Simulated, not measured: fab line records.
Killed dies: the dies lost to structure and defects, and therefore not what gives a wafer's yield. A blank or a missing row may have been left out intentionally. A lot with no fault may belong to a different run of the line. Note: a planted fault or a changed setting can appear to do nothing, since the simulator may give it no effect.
Matching of chambers ; flow n5 finfet ; N5_SD_EPI_P_ETCH_16 on rie diel-04 has 4 sister chambers
The step etches SiO2 in CHF3/O2, target depth 5 nm. 8 wafers are shown with their chamber, then 9 later ones without.

EACH WAFER AND ITS CHAMBER
wafer;chamber;drypump motor current A (A);showerhead plenum p Torr (Torr)
L084.3;0;5.9;2.40
L084.6;1;5.8;2.33
L086.3;1;5.8;2.33
L086.5;3;5.3;2.50
L086.6;2;6.1;2.51
L092.4;0;5.9;2.39
L092.5;3;5.4;2.49
L092.6;2;6.1;2.50

WAFERS WHOSE CHAMBER IS MISSING
wafer;drypump motor current A (A);showerhead plenum p Torr (Torr)
L093.1;6.1;2.50
L093.4;5.9;2.39
L093.5;5.4;2.49
L095.2;6.1;2.50
L095.3;5.4;2.49
L095.6;5.9;2.39
L097.2;5.4;2.49
L097.3;5.8;2.33
L097.5;6.1;2.50

CHAMBER TAKEN BY EACH
wafer;from the rows above;in truth
L093.1;2;2
L093.4;0;0
L093.5;3;3
L095.2;2;2
L095.3;3;3
L095.6;0;0
L097.2;3;3
L097.3;1;1
L097.5;2;2
Correct placement for 9 of the 9. From these rows, 0 cannot be placed. 0 placed wrongly.
How it was worked out, from the rows above alone: a wafer's distance from a chamber is the root of the sum, over the readings, of the square of ((its reading less the chamber's mean) divided by the reading's scatter). The wafer belongs to the nearest chamber; if the next one is less than 2 further off, it can't be placed. Each chamber's mean is taken over the wafers shown for it. The scatter is the square root of a quotient: the sum, over the shown wafers, of each reading's squared deviation from its chamber's mean, divided by wafers minus chambers.
